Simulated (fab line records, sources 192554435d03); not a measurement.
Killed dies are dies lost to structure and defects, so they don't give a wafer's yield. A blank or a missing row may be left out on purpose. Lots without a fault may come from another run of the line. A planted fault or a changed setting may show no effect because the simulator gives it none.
Chamber matching | flow n5_finfet | N5_BEOL_M2_VIA_ETCH_34 on rie_diel-04: 4 sister chambers
The step etches the open film in C4F6/O2, target depth 69.4 nm, time 65.9 s. 8 wafers are shown with their chamber, then 10 later ones without.

WAFERS WITH THEIR CHAMBER
wafer  | chamber | drypump_motor_current_A (A) | throttle_valve_pct (%)
L086.2 | 1       | 5.4                         | 30.63
L089.4 | 0       | 6.2                         | 30.94
L089.6 | 2       | 6.4                         | 30.59
L092.2 | 2       | 6.4                         | 30.59
L092.4 | 1       | 5.4                         | 30.64
L092.6 | 3       | 5.7                         | 31.13
L093.1 | 0       | 6.1                         | 30.95
L093.5 | 3       | 5.7                         | 31.14

WAFERS WITHOUT THEIR CHAMBER
wafer  | drypump_motor_current_A (A) | throttle_valve_pct (%)
L093.6 | 6.4                         | 30.60
L094.2 | 6.1                         | 30.95
L094.3 | 5.7                         | 31.14
L094.5 | 5.7                         | 31.13
L095.1 | 6.1                         | 30.94
L095.2 | 6.4                         | 30.60
L095.4 | 5.4                         | 30.65
L097.2 | 5.4                         | 30.65
L097.3 | 5.7                         | 31.16
L097.6 | 6.4                         | 30.60

WHICH CHAMBER EACH WENT THROUGH
wafer  | from the rows above | in truth
L093.6 | 2                   | 2
L094.2 | 0                   | 0
L094.3 | 3                   | 3
L094.5 | 3                   | 3
L095.1 | 0                   | 0
L095.2 | 2                   | 2
L095.4 | 1                   | 1
L097.2 | 1                   | 1
L097.3 | 3                   | 3
L097.6 | 2                   | 2
Placed correctly: 10 of 10. Can't be placed from these rows: 0. Placed wrongly: 0.
How it was worked out, from the rows above alone: a wafer's distance from a chamber is the root of the sum, over the readings, of the square of ((its reading less the chamber's mean) divided by the reading's scatter). The wafer belongs to the nearest chamber; if the next one is less than 2 further off, it can't be placed. A chamber's mean is the mean of its shown wafers. The scatter: the root of (the sum of the squares of (reading less its chamber's mean) over the shown wafers, divided by (wafers less chambers)).
